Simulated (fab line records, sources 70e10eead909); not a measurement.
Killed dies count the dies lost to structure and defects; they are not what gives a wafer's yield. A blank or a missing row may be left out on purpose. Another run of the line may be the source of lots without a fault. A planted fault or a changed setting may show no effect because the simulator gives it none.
Which tool is to blame? || flow nandHarc || 27 wafers from 9 lots sampled at 5 of the route's 1159 steps

== WHAT THE GAUGES SHOWED, per wafer ==
NHARC_END_SORT_01.
{"lot": "L548", "measured": "day 19 16:32", "on": "prober-02", "killedAtArray": "32 35 29"}
{"lot": "L558", "measured": "day 21 17:40", "on": "prober-01", "killedAtArray": "34 24 29"}
{"lot": "L562", "measured": "day 22 13:22", "on": "prober-02", "killedAtArray": "15 12 15"}
{"lot": "L565", "measured": "day 23 06:09", "on": "prober-02", "killedAtArray": "20 25 15"}

== TOOL THAT RAN EACH LOT (tool first, then ch and the chambers of the sampled wafers, then the start) ==
{"lot": "L548", "NHARC_A_STAIRCASE_TRIM_189": "rieDiel-10 ch 0,2,3, day 11 10:22", "NHARC_A_STAIRCASE_ETCH_194": "rieDiel-10 ch 0,1,3, day 11 11:21 or earlier", "NHARC_A_STAIRCASE_TRIM_196": "rieDiel-11 ch 0,2,3, day 11 11:21", "NHARC_A_STAIRCASE_TRIM_198": "rieDiel-11 ch 2,3, day 19 16:32 or earlier"}
{"lot": "L558", "NHARC_A_STAIRCASE_TRIM_189": "rieDiel-09 ch 0,2,3, day 13 02:25", "NHARC_A_STAIRCASE_ETCH_194": "rieDiel-09 ch 0,2, day 13 03:18 or earlier", "NHARC_A_STAIRCASE_TRIM_196": "rieDiel-10 ch 0,1,2, day 13 03:18", "NHARC_A_STAIRCASE_TRIM_198": "rieDiel-10 ch 1,3, day 21 17:40 or earlier"}
{"lot": "L559", "NHARC_A_STAIRCASE_TRIM_189": "rieDiel-09 ch 2,3, day 14 09:35", "NHARC_A_STAIRCASE_ETCH_194": "rieDiel-09 ch 1,2, day 14 10:29 or earlier", "NHARC_A_STAIRCASE_TRIM_196": "rieDiel-09 ch 0,2,3, day 14 10:29", "NHARC_A_STAIRCASE_TRIM_198": "rieDiel-09 ch 2,3, no start"}
{"lot": "L562", "NHARC_A_STAIRCASE_TRIM_189": "rieDiel-10 ch 0,1, day 14 19:31", "NHARC_A_STAIRCASE_ETCH_194": "rieDiel-10 ch 1,2, day 14 20:22 or earlier", "NHARC_A_STAIRCASE_TRIM_196": "rieDiel-10 ch 0,1,3, day 14 20:22", "NHARC_A_STAIRCASE_TRIM_198": "rieDiel-10 ch 0,1,3, day 22 13:22 or earlier"}
{"lot": "L565", "NHARC_A_STAIRCASE_TRIM_189": "rieDiel-11 ch 0,1,3, day 15 00:52", "NHARC_A_STAIRCASE_ETCH_194": "rieDiel-11 ch 0,1,3, day 15 01:46 or earlier", "NHARC_A_STAIRCASE_TRIM_196": "rieDiel-11 ch 0,1,2, day 15 01:46", "NHARC_A_STAIRCASE_TRIM_198": "rieDiel-11 ch 1,2,3, day 23 06:09 or earlier"}
{"lot": "L566", "NHARC_A_STAIRCASE_TRIM_189": "rieDiel-10 ch 0,1,2, day 15 11:52", "NHARC_A_STAIRCASE_ETCH_194": "rieDiel-10 ch 0,1,3, day 15 12:40 or earlier", "NHARC_A_STAIRCASE_TRIM_196": "rieDiel-10 ch 2,3, day 15 12:40", "NHARC_A_STAIRCASE_TRIM_198": "rieDiel-10 ch 0,1,3, no start"}
{"lot": "L567", "NHARC_A_STAIRCASE_TRIM_189": "rieDiel-11 ch 0,1, day 15 16:53", "NHARC_A_STAIRCASE_ETCH_194": "rieDiel-11 ch 0,1,2, day 15 17:42 or earlier", "NHARC_A_STAIRCASE_TRIM_196": "rieDiel-11 ch 0,2,3, day 15 17:42", "NHARC_A_STAIRCASE_TRIM_198": "rieDiel-11 ch 0,1,3, no start"}
{"lot": "L570", "NHARC_A_STAIRCASE_TRIM_189": "rieDiel-11 ch 1,2,3, day 16 16:05", "NHARC_A_STAIRCASE_ETCH_194": "rieDiel-11 ch 0,1, day 16 16:53 or earlier", "NHARC_A_STAIRCASE_TRIM_196": "rieDiel-10 ch 0,1,3, day 16 16:53", "NHARC_A_STAIRCASE_TRIM_198": "rieDiel-10 ch 0,1,3, no start"}
{"lot": "L571", "NHARC_A_STAIRCASE_TRIM_189": "rieDiel-11 ch 0,1,3, day 16 23:53", "NHARC_A_STAIRCASE_ETCH_194": "rieDiel-11 ch 0,2,3, day 17 00:40 or earlier", "NHARC_A_STAIRCASE_TRIM_196": "rieDiel-09 ch 0,1,2, day 17 00:40", "NHARC_A_STAIRCASE_TRIM_198": "rieDiel-09 ch 0,1, no start"}
- NHARC_A_STAIRCASE_TRIM_189: chemistry O2, time 211.2 s.
- NHARC_A_STAIRCASE_ETCH_194: etches the open film in C4F8/O2, target depth 100 nm, time 40.5 s.
- NHARC_A_STAIRCASE_TRIM_196: chemistry O2, time 211.2 s.
- NHARC_A_STAIRCASE_TRIM_198: chemistry O2, time 211.2 s.

== THE ANSWER, worked out from the rows above alone ==
Rule: the lots themselves supply what counts as usual. The widest of any qualifying gaps counts: lots, ordered by their means at a reading, are off when they make up no more than a third of the lots, leave a main group of 4 or more, and stand apart from it by 3 or more times the standard deviation of that group's means. Not used: any main group whose means are identical at the precision the tables above print for the reading. Also off: a lot with no number at a reading for which 4 or more lots have one. All remaining lots with rows at the step are treated as sound.
Nothing can be told from this: no lot is off at any reading shown.

== WHAT THE SIMULATOR PUT IN ==
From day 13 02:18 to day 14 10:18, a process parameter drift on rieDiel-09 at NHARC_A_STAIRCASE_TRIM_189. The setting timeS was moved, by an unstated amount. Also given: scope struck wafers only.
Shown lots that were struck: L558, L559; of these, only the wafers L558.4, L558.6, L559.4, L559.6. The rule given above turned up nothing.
